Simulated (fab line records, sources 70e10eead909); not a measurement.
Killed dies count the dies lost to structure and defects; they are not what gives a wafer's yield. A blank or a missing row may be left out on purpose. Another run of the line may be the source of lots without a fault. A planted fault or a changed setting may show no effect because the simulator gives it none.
fab line records    flow nand_harc
record: lots: 24  wafers: 72  last_day: 33
route steps=1302 shown A_CHANNEL_HOLE_D1@450 A_CHANNEL_FILL_D1@495
lots that met no fault: taken from a fault-free run of the same line
start_h: the number of hours between the record's first day and the start of the first shown wafer of the lot    wait_h: hours since the lot's step before    " repeats the value in the row above    L1.1+2: a row that stands for several wafers    - value missing, or start not given    * or withheld: withheld    < > ~ a bound
route shown NAME@n: names a module that has steps shown in the file, with the first one's number in the route    usual: the fault-free wafers' mean and standard deviation    same: alike in all rows    chamber/n: place in a boat    sites: readings site by site    _std_site: standard deviation across them    _edge_site: the outer-site mean with the inner-site mean subtracted    radius_mm: for every site, how far away it sits from the centre of the wafer    mask NAME#n: copy n    behind: tool/chamber where the wafer was last shaped    hold: why the lot was held/for how many hours/how that ended    device: the n, p or np transistor that did not switch    end of line: at the end of the route, the tests of the same wafers    a step with no rows: only its recipe    killed: count of dies lost to structure and defects at first sort (not the wafer's yield)    map: the dies of a wafer, with x for killed, . for not killed, _ for no die there
set.NAME: the run value of the setting; set.NAME@STEP: its run value at that earlier step    model.NAME: the simulator's own value behind a step, which no gauge read
route steps across a sampled set of lots; one table per step, one row per wafer
services: when a tool's chamber went out of use (start_h, in hours from the record's first day, below 0 if earlier), for how many hours, and the reason
== steps ==
step: NHARC_A_CHANNEL_HOLE_D1_DEP_00
recipe: target_thk_a: 31000  temp_c: 400  material: aC
usual: throttle_valve_pct: 34.998/0.0097
lot.wafer  tool        chamber  start_h  wait_h  throttle_valve_pct
L075.1     acl_dep-02  0        186.79   1.0     34.993
L075.2     "           0        "        "       35.008
L075.5     "           0        "        "       35.009
L074.1     acl_dep-01  0        187.66   1.9     35.014
L074.4     "           0        "        "       34.992
L074.6     "           0        "        "       35.000
L076.1     acl_dep-01  0        206.78   3.4     34.992
L076.2     "           0        "        "       35.002
L076.3     "           0        "        "       34.997
L077.1     acl_dep-02  0        214.99   0.1     35.003
L077.2     "           0        "        "       34.995
L077.5     "           0        "        "       34.994
L078.2     acl_dep-03  0        215.31   0.4     34.995
L078.5     "           0        "        "       34.996
L078.6     "           0        "        "       34.997
L079.1     acl_dep-02  0        233.17   0.1     35.000
L079.5     "           0        234.42   1.3     35.012
L079.6     "           0        "        "       35.001
L081.2     acl_dep-02  0        243.46   0.4     35.010
L081.3     "           0        "        "       35.020
L081.6     "           0        "        "       35.002
L080.3     acl_dep-03  0        243.79   0.7     35.009
L080.4     "           0        "        "       34.999
L080.6     "           0        "        "       34.982
L082.1     acl_dep-01  0        257.79   0.1     34.984
L082.2     "           0        "        "       34.996
L082.6     "           0        259.37   1.7     34.998
L083.1     acl_dep-03  0        271.15   0.1     34.981
L083.2     "           0        "        "       34.986
L083.6     "           0        272.72   1.6     34.996
L084.3     acl_dep-01  0        286.10   0.7     34.995
L084.4     "           0        "        "       34.987
L084.5     "           0        "        "       35.023
L085.2     acl_dep-02  0        291.45   0.4     34.989
L085.4     "           0        "        "       34.984
L085.6     "           0        "        "       34.998
L086.3     acl_dep-03  0        291.78   0.7     34.998
L086.4     "           0        "        "       34.990
L086.6     "           0        "        "       34.988
L087.1     acl_dep-01  0        317.99   0.8     34.991
L087.3     "           0        "        "       35.004
L087.4     "           0        "        "       35.007
L088.1     acl_dep-02  0        319.67   2.2     34.999
L088.3     "           0        "        "       34.997
L088.4     "           0        "        "       35.001
L089.1     acl_dep-01  0        326.56   4.5     34.994
L089.3     "           0        "        "       34.993
L089.4     "           0        "        "       35.014
L090.1     acl_dep-01  0        341.98   0.1     35.002
L090.3     "           0        "        "       34.995
L090.4     "           0        "        "       34.990
L091.3     acl_dep-02  0        346.45   0.7     35.010
L091.5     "           0        "        "       34.988
L091.6     "           0        "        "       35.004
L093.1     acl_dep-03  0        371.95   1.1     34.992
L093.4     "           0        "        "       34.977
L093.6     "           0        "        "       34.988
L092.1     acl_dep-03  0        373.86   2.7     34.986
L092.2     "           0        "        "       34.999
L092.5     "           0        "        "       34.997
L094.1     acl_dep-02  0        374.92   3.4     34.983
L094.2     "           0        "        "       34.987
L094.5     "           0        "        "       34.997
L095.1     acl_dep-01  0        394.65   2.0     34.991
L095.4     "           0        "        "       35.004
L095.5     "           0        "        "       34.994
L096.2     acl_dep-03  0        395.37   2.7     35.006
L096.3     "           0        "        "       34.974
L096.4     "           0        "        "       35.001
L097.1     acl_dep-02  0        399.31   0.2     34.997
L097.3     "           0        "        "       34.997
L097.6     "           0        "        "       35.012
step: NHARC_A_CHANNEL_HOLE_D1_ETCH_21
recipe: bias_v: 3000  source_w: withheld  pressure_mtorr: 20  time_s: 514.3  ar_flow_sccm: 375  c4f8_flow_sccm: 89.3  o2_flow_sccm: 35.7  temp_c: -20  target_depth_a: 16000  chemistry: C4F8/O2/Ar
usual: drypump_motor_current_A: 5.9/0.43  mfc_ar_sccm: 375.0/1.1  showerhead_plenum_p_Torr: 3.66/0.11  throttle_valve_pct: 32.156/0.0094
lot.wafer  tool         chamber  start_h  wait_h  drypump_motor_current_A  mfc_ar_sccm  rf_hours_counter_h  showerhead_plenum_p_Torr  throttle_valve_pct
L075.1     har_etch-02  0        192.47   0.3     6.6                      375.2        294                 3.46                      32.146
L075.2     "            1        "        "       5.3                      376.8        294                 3.71                      32.152
L075.5     "            1        "        "       5.3                      374.5        -                   3.71                      32.139
L074.1     har_etch-01  1        192.57   0.3     6.0                      375.3        92                  3.73                      32.168
L074.4     "            0        "        "       5.8                      375.3        -                   3.73                      32.160
L074.6     "            0        "        "       5.9                      374.9        -                   3.73                      32.149
L076.1     har_etch-01  1        211.22   0.3     6.0                      374.5        100                 3.72                      32.161
L076.2     "            0        "        "       5.8                      374.7        100                 3.72                      32.153
L076.3     "            1        "        "       6.0                      376.0        -                   3.72                      32.152
L078.2     har_etch-01  0        219.51   0.3     5.8                      374.1        104                 3.72                      32.160
L078.5     "            1        "        "       6.0                      375.8        -                   3.72                      32.181
L078.6     "            0        "        "       5.9                      376.3        -                   3.72                      32.184
L077.2     har_etch-02  1        219.60   0.3     5.3                      374.1        310                 3.70                      32.155
L077.1     "            0        "        "       6.6                      373.6        310                 3.46                      32.158
L077.5     "            1        "        "       5.3                      374.6        -                   3.70                      32.147
L079.1     har_etch-01  0        239.80   0.3     5.9                      376.3        119                 3.71                      32.146
L079.5     "            1        "        "       6.1                      375.1        -                   3.71                      32.148
L079.6     "            0        "        "       5.8                      376.3        -                   3.71                      32.148
L081.2     har_etch-01  0        247.57   0.3     5.8                      376.5        123                 3.71                      32.166
L081.3     "            0        "        "       5.8                      374.2        -                   3.71                      32.174
L081.6     "            1        "        "       6.0                      375.0        -                   3.71                      32.154
L080.4     har_etch-02  1        247.88   0.3     5.3                      373.3        -                   3.69                      32.154
L080.3     "            0        "        "       6.6                      374.4        -                   3.45                      32.151
L080.6     "            0        "        "       6.6                      373.9        -                   3.45                      32.167
L082.1     har_etch-01  0        262.23   0.3     5.8                      375.5        127                 3.71                      32.156
L082.2     "            1        "        "       6.0                      374.9        127                 3.71                      32.155
L082.6     "            1        "        "       6.0                      374.3        -                   3.71                      32.148
L083.2     har_etch-01  0        275.58   0.3     5.8                      374.9        135                 3.70                      32.155
L083.1     "            1        "        "       6.0                      373.9        135                 3.70                      32.141
L083.6     "            0        "        "       5.8                      373.4        -                   3.70                      32.161
L084.3     har_etch-01  1        292.62   0.3     6.0                      375.3        -                   3.70                      32.146
L084.4     "            0        "        "       5.8                      375.8        -                   3.70                      32.157
L084.5     "            1        "        "       6.0                      372.6        -                   3.70                      32.162
L085.2     har_etch-01  0        296.65   0.3     5.8                      376.8        154                 3.69                      32.140
L085.4     "            1        "        "       6.0                      375.9        -                   3.69                      32.156
L085.6     "            0        "        "       5.8                      375.1        -                   3.69                      32.158
L086.3     har_etch-02  1        298.86   0.6     5.3                      376.8        -                   3.68                      32.159
L086.4     "            1        "        "       5.3                      375.0        -                   3.68                      32.167
L086.6     "            1        "        "       5.3                      374.9        -                   3.68                      32.170
L087.1     har_etch-02  1        323.71   0.3     5.3                      374.9        363                 3.67                      32.154
L087.4     "            0        "        "       6.6                      376.1        -                   3.43                      32.164
L087.3     "            1        "        "       5.3                      375.5        -                   3.67                      32.158
L088.1     har_etch-02  0        327.83   0.3     6.6                      375.5        359                 3.43                      32.147
L088.4     "            0        "        "       6.6                      374.0        -                   3.43                      32.148
L088.3     "            1        "        "       5.3                      374.8        -                   3.67                      32.162
L089.1     har_etch-02  1        332.01   0.3     5.3                      376.7        370                 3.67                      32.144
L089.3     "            1        "        "       5.4                      376.5        -                   3.67                      32.156
L089.4     "            0        "        "       6.6                      373.3        -                   3.43                      32.155
L090.1     har_etch-01  1        346.39   0.3     6.0                      375.4        184                 3.68                      32.147
L090.3     "            1        "        "       6.0                      374.1        -                   3.68                      32.151
L090.4     "            0        "        "       5.8                      376.5        -                   3.68                      32.149
L091.3     har_etch-02  1        350.36   0.3     5.3                      374.9        -                   3.66                      32.160
L091.6     "            0        "        "       6.6                      374.2        -                   3.42                      32.142
L091.5     "            1        "        "       5.3                      375.1        -                   3.66                      32.140
L093.1     har_etch-01  1        377.01   0.3     6.0                      374.3        200                 3.67                      32.150
L093.4     "            1        "        "       6.0                      377.5        -                   3.67                      32.163
L093.6     "            0        "        "       5.9                      375.2        -                   3.67                      32.162
L092.1     har_etch-01  1        381.21   0.3     6.0                      376.1        203                 3.67                      32.156
L092.2     "            0        "        "       5.8                      374.6        203                 3.67                      32.158
L092.5     "            0        "        "       5.8                      373.0        -                   3.67                      32.160
L094.1     har_etch-01  1        385.36   0.3     6.0                      374.4        207                 3.67                      32.146
L094.2     "            0        "        "       5.8                      375.6        207                 3.66                      32.134
L094.5     "            0        "        "       5.8                      375.4        -                   3.66                      32.171
L095.1     har_etch-02  1        399.19   0.3     5.3                      374.1        0                   3.65                      32.162
L095.4     "            0        "        "       6.7                      374.2        -                   3.93                      32.166
L095.5     "            1        "        "       5.3                      374.9        -                   3.65                      32.153
L096.2     har_etch-01  0        399.88   0.3     5.9                      374.7        215                 3.66                      32.141
L096.3     "            1        "        "       6.0                      374.6        -                   3.66                      32.161
L096.4     "            0        "        "       5.9                      373.1        -                   3.66                      32.159
L097.1     har_etch-02  1        411.23   0.3     5.3                      373.8        12                  3.64                      32.159
L097.3     "            0        "        "       6.7                      375.0        -                   3.93                      32.141
L097.6     "            1        "        "       5.4                      374.5        -                   3.64                      32.173
step: NHARC_A_CHANNEL_HOLE_D1_ETCH_24
recipe: bias_v: 5000  source_w: withheld  pressure_mtorr: 20  time_s: 906.2  ar_flow_sccm: 375  c4f8_flow_sccm: 93.8  o2_flow_sccm: 31.2  temp_c: -20  target_depth_a: 15000  chemistry: C4F8/O2/Ar
usual: drypump_motor_current_A: 5.9/0.43  mfc_ar_sccm: 375.0/1.3  showerhead_plenum_p_Torr: 3.66/0.11  throttle_valve_pct: 32.235/0.0095
lot.wafer  tool         chamber  start_h  wait_h  drypump_motor_current_A  mfc_ar_sccm  rf_hours_counter_h  showerhead_plenum_p_Torr  throttle_valve_pct
L075.1     har_etch-02  0        194.17   0.6     6.6                      373.4        296                 3.46                      32.255
L075.2     "            1        "        "       5.3                      375.3        296                 3.70                      32.243
L075.5     "            1        "        "       5.3                      373.2        -                   3.70                      32.232
L074.1     har_etch-01  1        194.34   0.6     6.1                      374.1        94                  3.72                      32.237
L074.4     "            0        "        "       5.8                      374.6        -                   3.72                      32.221
L074.6     "            0        "        "       5.8                      375.4        -                   3.72                      32.222
L076.1     har_etch-01  1        212.93   0.6     6.0                      374.8        102                 3.72                      32.240
L076.2     "            0        "        "       5.9                      373.8        102                 3.72                      32.223
L076.3     "            1        "        "       6.0                      374.9        -                   3.72                      32.222
L078.2     har_etch-01  0        221.26   0.6     5.9                      375.4        105                 3.72                      32.225
L078.5     "            1        "        "       6.0                      377.0        -                   3.72                      32.218
L078.6     "            0        "        "       5.8                      375.4        -                   3.72                      32.256
L077.2     har_etch-02  1        221.30   0.6     5.3                      372.3        311                 3.69                      32.248
L077.1     "            0        "        "       6.6                      373.7        311                 3.45                      32.224
L077.5     "            1        "        "       5.3                      373.4        -                   3.69                      32.230
L079.1     har_etch-01  0        241.56   0.6     5.8                      376.5        121                 3.71                      32.220
L079.5     "            1        "        "       6.0                      373.2        -                   3.71                      32.230
L079.6     "            0        "        "       5.9                      375.4        -                   3.71                      32.235
L081.2     har_etch-01  0        249.28   0.6     5.8                      374.3        125                 3.71                      32.238
L081.3     "            0        "        "       5.8                      373.8        -                   3.71                      32.246
L081.6     "            1        "        "       6.0                      376.7        -                   3.71                      32.238
L080.4     har_etch-02  1        249.69   0.6     5.3                      376.6        -                   3.69                      32.251
L080.3     "            0        "        "       6.6                      373.8        -                   3.45                      32.226
L080.6     "            0        "        "       6.6                      373.3        -                   3.45                      32.248
L082.1     har_etch-01  0        263.94   0.6     5.9                      372.8        129                 3.70                      32.241
L082.2     "            1        "        "       6.0                      373.5        129                 3.70                      32.223
L082.6     "            1        "        "       6.0                      374.8        -                   3.70                      32.228
L083.2     har_etch-01  0        277.28   0.6     5.8                      374.5        136                 3.70                      32.233
L083.1     "            1        "        "       6.0                      371.8        136                 3.70                      32.242
L083.6     "            0        "        "       5.8                      374.1        -                   3.70                      32.232
L084.3     har_etch-01  1        294.44   0.6     6.0                      375.4        -                   3.69                      32.234
L084.4     "            0        "        "       5.9                      374.5        -                   3.69                      32.238
L084.5     "            1        "        "       6.0                      375.7        -                   3.69                      32.238
L085.2     har_etch-01  0        298.35   0.6     5.8                      374.2        155                 3.69                      32.237
L085.4     "            1        "        "       6.0                      375.4        -                   3.69                      32.232
L085.6     "            0        "        "       5.9                      374.7        -                   3.69                      32.256
L086.3     har_etch-02  1        302.55   1.2     5.3                      376.7        -                   3.67                      32.232
L086.4     "            1        "        "       5.3                      374.9        -                   3.67                      32.229
L086.6     "            1        "        "       5.3                      376.5        -                   3.67                      32.259
L087.1     har_etch-02  1        325.48   0.6     5.3                      377.0        364                 3.67                      32.233
L087.4     "            0        "        "       6.6                      374.6        -                   3.43                      32.245
L087.3     "            1        "        "       5.3                      376.1        -                   3.66                      32.224
L088.1     har_etch-02  0        329.56   0.6     6.6                      376.8        360                 3.43                      32.235
L088.4     "            0        "        "       6.6                      378.5        -                   3.43                      32.229
L088.3     "            1        "        "       5.3                      374.2        -                   3.66                      32.226
L089.1     har_etch-02  1        333.72   0.6     5.3                      374.7        372                 3.66                      32.238
L089.3     "            1        "        "       5.3                      377.2        -                   3.66                      32.240
L089.4     "            0        "        "       6.6                      375.4        -                   3.42                      32.244
L090.1     har_etch-01  1        348.07   0.6     6.0                      377.3        186                 3.67                      32.254
L090.3     "            1        "        "       6.0                      375.6        -                   3.67                      32.227
L090.4     "            0        "        "       5.8                      376.2        -                   3.67                      32.248
L091.3     har_etch-02  1        352.23   0.6     5.3                      376.3        -                   3.65                      32.238
L091.6     "            0        "        "       6.6                      377.0        -                   3.42                      32.221
L091.5     "            1        "        "       5.3                      378.4        -                   3.65                      32.232
L093.1     har_etch-01  1        378.73   0.6     6.0                      373.6        201                 3.66                      32.240
L093.4     "            1        "        "       6.0                      374.0        -                   3.66                      32.239
L093.6     "            0        "        "       5.8                      375.2        -                   3.66                      32.238
L092.1     har_etch-01  1        382.91   0.6     6.0                      378.5        205                 3.66                      32.234
L092.2     "            0        "        "       5.8                      373.9        205                 3.66                      32.231
L092.5     "            0        "        "       5.8                      374.1        -                   3.66                      32.238
L094.1     har_etch-01  1        387.06   0.6     6.0                      376.7        209                 3.66                      32.238
L094.2     "            0        "        "       5.9                      375.0        209                 3.66                      32.236
L094.5     "            0        "        "       5.8                      374.0        -                   3.66                      32.231
L095.1     har_etch-02  1        400.94   0.6     5.3                      375.8        2                   3.64                      32.244
L095.4     "            0        "        "       6.6                      373.6        -                   3.93                      32.215
L095.5     "            1        "        "       5.3                      376.2        -                   3.64                      32.239
L096.2     har_etch-01  0        401.64   0.6     5.9                      373.6        217                 3.66                      32.228
L096.3     "            1        "        "       6.0                      375.6        -                   3.66                      32.228
L096.4     "            0        "        "       5.8                      374.4        -                   3.66                      32.222
L097.1     har_etch-02  1        412.94   0.6     5.3                      374.1        14                  3.64                      32.233
L097.3     "            0        "        "       6.6                      373.9        -                   3.92                      32.243
L097.6     "            1        "        "       5.3                      372.8        -                   3.64                      32.227
step: NHARC_A_CHANNEL_FILL_D1_ALD_15
recipe: target_thk_a: 20  pulse_time_s: 60  ald_cycles: 19  temp_c: 630  pressure_torr: 2  material: SiNx
usual: precursor_pulse_height_rel: 1.002/0.02
lot.wafer  tool              chamber  start_h  wait_h  precursor_pulse_height_rel
L074.1     ald_sin_batch-01  0        208.42   2.8     1.013
L074.4     "                 0        "        "       0.965
L074.6     "                 0        "        "       1.004
L075.1     ald_sin_batch-01  0        208.42   3.0     1.004
L075.2     "                 0        "        "       1.004
L075.5     "                 0        "        "       0.969
L076.1     ald_sin_batch-02  0        -        -       1.011
L076.2     "                 0        "        "       1.042
L076.3     "                 0        "        "       0.987
L077.1     ald_sin_batch-02  0        -        -       0.981
L077.2     "                 0        "        "       1.027
L077.5     "                 0        "        "       1.022
L078.2     ald_sin_batch-02  0        -        -       0.982
L078.5     "                 0        "        "       1.007
L078.6     "                 0        "        "       1.029
L079.1     ald_sin_batch-01  0        -        -       0.989
L079.5     "                 0        "        "       1.040
L079.6     "                 0        "        "       1.014
L080.3     ald_sin_batch-01  0        -        -       0.998
L080.4     "                 0        "        "       1.004
L080.6     "                 0        "        "       1.012
L081.2     ald_sin_batch-01  0        -        -       1.003
L081.3     "                 0        "        "       1.049
L081.6     "                 0        "        "       1.012
L082.1     ald_sin_batch-03  0        -        -       0.996
L082.2     "                 0        "        "       1.004
L082.6     "                 0        "        "       1.017
L083.1     ald_sin_batch-01  0        -        -       0.988
L083.2     "                 0        "        "       1.009
L083.6     "                 0        "        "       0.997
L084.3     ald_sin_batch-03  0        -        -       0.982
L084.4     "                 0        "        "       0.966
L084.5     "                 0        "        "       1.010
L085.2     ald_sin_batch-02  0        -        -       0.973
L085.4     "                 0        "        "       1.000
L085.6     "                 0        "        "       1.027
L086.3     ald_sin_batch-01  0        -        -       0.968
L086.4     "                 0        "        "       0.998
L086.6     "                 0        "        "       0.998
L087.1     ald_sin_batch-02  0        -        -       0.987
L087.3     "                 0        "        "       1.020
L087.4     "                 0        "        "       0.965
L088.1     ald_sin_batch-03  0        -        -       1.002
L088.3     "                 0        "        "       1.041
L088.4     "                 0        "        "       0.988
L089.1     ald_sin_batch-01  0        -        -       1.026
L089.3     "                 0        "        "       0.991
L089.4     "                 0        "        "       1.002
L090.1     ald_sin_batch-02  0        -        -       0.961
L090.3     "                 0        "        "       1.015
L090.4     "                 0        "        "       1.001
L091.3     ald_sin_batch-01  0        -        -       0.972
L091.5     "                 0        "        "       1.002
L091.6     "                 0        "        "       0.958
L093.1     ald_sin_batch-02  0        -        -       0.998
L093.4     "                 0        "        "       1.025
L093.6     "                 0        "        "       0.990
L092.1     ald_sin_batch-02  0        -        -       0.999
L092.2     "                 0        "        "       0.985
L092.5     "                 0        "        "       1.014
L094.1     ald_sin_batch-01  0        -        -       0.987
L094.2     "                 0        "        "       1.020
L094.5     "                 0        "        "       1.024
L095.1     ald_sin_batch-02  0        -        -       1.026
L095.4     "                 0        "        "       1.026
L095.5     "                 0        "        "       0.994
L096.2     ald_sin_batch-02  0        -        -       1.003
L096.3     "                 0        "        "       0.968
L096.4     "                 0        "        "       1.006
L097.1     ald_sin_batch-01  0        -        -       1.027
L097.3     "                 0        "        "       1.006
L097.6     "                 0        "        "       0.995
step: NHARC_A_CHANNEL_FILL_D1_ETCHBACK_20
recipe: target_depth_a: 270  time_s: 13.5  c4f8_flow_sccm: withheld  o2_flow_sccm: 8  ar_flow_sccm: withheld  rf_w: 600  bias_w: 1500  chemistry: C4F8/O2/Ar
usual: oes_product_au: 0.96/0.035  rf_vpp_V: 978/6.1
lot.wafer  tool         chamber  start_h  wait_h  oes_product_au  rf_hours_counter_h  rf_vpp_V
L074.4     rie_diel-12  2        226.44   -       0.99            7                   976
L074.1     "            3        "        "       0.97            6                   974
L074.6     "            2        "        "       0.99            -                   974
L075.2     rie_diel-13  3        226.45   -       0.96            2                   973
L075.1     "            1        "        "       0.95            2                   983
L075.5     "            2        "        "       0.96            -                   986
L076.3     rie_diel-12  0        243.68   -       1.00            5                   968
L076.2     "            2        "        "       1.00            7                   975
L076.1     "            3        "        "       0.98            6                   974
L078.2     rie_diel-12  0        250.67   -       0.92            5                   968
L078.6     "            0        "        "       0.92            -                   967
L078.5     "            1        "        "       0.91            -                   984
L077.1     rie_diel-13  3        250.73   -       0.96            4                   973
L077.2     "            0        "        "       0.95            3                   981
L077.5     "            3        "        "       0.96            -                   974
L079.1     rie_diel-10  2        269.52   -       1.00            2                   977
L079.6     "            3        "        "       0.99            -                   985
L079.5     "            0        "        "       1.00            -                   974
L081.3     rie_diel-13  1        277.32   -       0.92            6                   981
L081.2     "            0        "        "       0.92            4                   979
L081.6     "            2        "        "       0.92            -                   985
L080.4     rie_diel-10  0        277.34   -       0.96            2                   974
L080.3     "            2        "        "       0.97            2                   977
L080.6     "            1        "        "       0.97            -                   988
L082.2     rie_diel-12  1        291.92   -       1.00            0                   984
L082.1     "            3        "        "       0.98            1                   974
L082.6     "            1        "        "       1.00            -                   982
L083.1     rie_diel-12  1        305.16   -       0.99            1                   984
L083.2     "            3        "        "       0.98            1                   973
L083.6     "            0        "        "       1.01            -                   968
L084.3     rie_diel-12  0        323.07   -       1.00            2                   969
L084.5     "            0        "        "       1.02            -                   967
L084.4     "            3        "        "       0.97            -                   973
L085.2     rie_diel-12  1        327.14   -       0.91            2                   983
L085.6     "            0        "        "       0.92            -                   970
L085.4     "            1        "        "       0.91            -                   983
L086.3     rie_diel-10  0        333.73   -       0.99            6                   973
L086.4     "            3        "        "       0.98            6                   985
L086.6     "            1        "        "       1.02            -                   986
L087.4     rie_diel-12  0        354.18   -       0.98            3                   969
L087.1     "            1        "        "       0.96            3                   983
L087.3     "            3        "        "       0.95            3                   972
L088.4     rie_diel-10  1        360.09   -       1.02            9                   988
L088.3     "            3        "        "       1.00            8                   985
L088.1     "            0        "        "       0.99            8                   973
L089.3     rie_diel-10  3        364.33   -       0.92            8                   985
L089.4     "            0        "        "       0.93            9                   973
L089.1     "            1        "        "       0.95            9                   986
L090.4     rie_diel-10  2        376.00   -       0.94            9                   977
L090.1     "            3        "        "       0.93            9                   984
L090.3     "            0        "        "       0.93            10                  973
L091.3     rie_diel-12  1        382.34   -       0.94            4                   983
L091.6     "            0        "        "       0.94            -                   968
L091.5     "            1        "        "       0.92            -                   983
L093.4     rie_diel-10  2        407.62   -       0.93            11                  976
L093.1     "            1        "        "       0.94            13                  985
L093.6     "            2        "        "       0.93            -                   977
L092.2     rie_diel-10  2        413.76   -       0.93            11                  977
L092.1     "            0        "        "       0.93            12                  973
L092.5     "            2        "        "       0.92            -                   977
L094.1     rie_diel-10  2        419.02   -       0.93            12                  977
L094.2     "            0        "        "       0.92            12                  973
L094.5     "            1        "        "       0.94            -                   987
L096.4     rie_diel-12  1        428.76   -       0.91            7                   985
L096.3     "            2        "        "       0.92            6                   976
L096.2     "            0        "        "       0.95            7                   968
L095.4     rie_diel-10  3        428.76   -       1.01            0                   984
L095.1     "            1        "        "       1.02            0                   987
L095.5     "            0        "        "       1.00            -                   972
L097.1     rie_diel-12  0        441.25   -       0.94            8                   969
L097.3     "            3        "        "       0.91            8                   973
L097.6     "            1        "        "       0.91            -                   983
step: NHARC_A_CHANNEL_FILL_D1_INSPECT_13
usual: raw_defect_count: 302/100
lot.wafer  tool               chamber  start_h  wait_h  raw_defect_count
L074.1     defect_inspect-02  -        250.05   0.0     297
L074.4     "                  -        "        "       453
L074.6     "                  -        "        "       240
L075.1     defect_inspect-02  -        250.05   0.0     329
L075.2     "                  -        "        "       350
L075.5     "                  -        "        "       227
L076.1     defect_inspect-01  -        267.84   0.0     224
L076.2     "                  -        "        "       453
L076.3     "                  -        "        "       312
L077.1     defect_inspect-01  -        274.61   0.0     417
L077.2     "                  -        "        "       367
L077.5     "                  -        "        "       559
L078.2     defect_inspect-02  -        274.64   0.0     571
L078.5     "                  -        "        "       279
L078.6     "                  -        "        "       341
L079.1     defect_inspect-02  -        293.15   0.0     166
L079.5     "                  -        "        "       123
L079.6     "                  -        "        "       197
L081.2     defect_inspect-02  -        300.90   0.0     198
L081.3     "                  -        "        "       384
L081.6     "                  -        "        "       351
L080.3     defect_inspect-01  -        300.93   0.0     316
L080.4     "                  -        "        "       385
L080.6     "                  -        "        "       271
L082.1     defect_inspect-02  -        316.94   0.0     308
L082.2     "                  -        "        "       223
L082.6     "                  -        "        "       307
L083.1     defect_inspect-02  -        329.48   0.0     176
L083.2     "                  -        "        "       117
L083.6     "                  -        "        "       137
L084.3     defect_inspect-02  -        347.79   0.0     266
L084.4     "                  -        "        "       343
L084.5     "                  -        "        "       362
L085.2     defect_inspect-01  -        351.55   0.0     405
L085.4     "                  -        "        "       365
L085.6     "                  -        "        "       418
L086.3     defect_inspect-02  -        358.71   0.0     305
L086.4     "                  -        "        "       276
L086.6     "                  -        "        "       495
L087.1     defect_inspect-02  -        379.11   0.0     271
L087.3     "                  -        "        "       238
L087.4     "                  -        "        "       306
L089.1     defect_inspect-02  -        387.01   0.0     344
L089.3     "                  -        "        "       186
L089.4     "                  -        "        "       312
L088.1     defect_inspect-02  -        387.01   0.0     338
L088.3     "                  -        "        "       212
L088.4     "                  -        "        "       384
L090.1     defect_inspect-02  -        401.13   0.0     401
L090.3     "                  -        "        "       195
L090.4     "                  -        "        "       376
L091.3     defect_inspect-01  -        406.19   0.0     325
L091.5     "                  -        "        "       352
L091.6     "                  -        "        "       328
L093.1     defect_inspect-02  -        431.37   0.0     221
L093.4     "                  -        "        "       288
L093.6     "                  -        "        "       201
L092.1     defect_inspect-01  -        437.52   0.0     212
L092.2     "                  -        "        "       389
L092.5     "                  -        "        "       304
L094.1     defect_inspect-01  -        442.87   0.0     305
L094.2     "                  -        "        "       479
L094.5     "                  -        "        "       409
L096.2     defect_inspect-02  -        452.29   0.0     255
L096.3     "                  -        "        "       151
L096.4     "                  -        "        "       210
L095.1     defect_inspect-02  -        455.96   0.0     279
L095.4     "                  -        "        "       170
L095.5     "                  -        "        "       340
L097.1     defect_inspect-01  -        464.71   0.0     148
L097.3     "                  -        "        "       252
L097.6     "                  -        "        "       378
== services ==
tool              chamber  start_h  hours  kind
rie_diel-13       -        165.00   9.0    pm
acl_dep-01        -        189.59   13.0   pm
rie_diel-13       0        198.11   16.3   repair
rie_diel-13       1        204.12   13.5   repair
har_etch-02       -        235.90   7.0    repair
rie_diel-10       -        242.50   9.0    pm
acl_dep-02        -        246.87   13.0   pm
rie_diel-12       -        261.00   0.5    repair
ald_sin_batch-02  -        266.00   26.0   pm
rie_diel-12       2        289.92   39.2   repair
har_etch-02       0        297.71   -      consumable_replace:focus_ring
har_etch-02       0        297.71   17.0   scheduled_down
har_etch-02       0        297.71   17.0   vent_cycle
rie_diel-10       2        299.56   14.1   repair
acl_dep-03        -        300.51   13.0   pm
ald_sin_batch-01  -        327.21   17.5   repair
rie_diel-13       -        342.00   9.0    pm
acl_dep-01        -        373.44   13.0   pm
har_etch-02       -        380.78   17.0   pm
har_etch-02       0        380.78   17.0   vent_cycle
har_etch-02       1        380.78   17.0   vent_cycle
har_etch-02       0        397.78   -      clean
rie_diel-10       -        419.50   9.0    pm
acl_dep-02        -        427.87   13.0   pm
== key ==
fault none
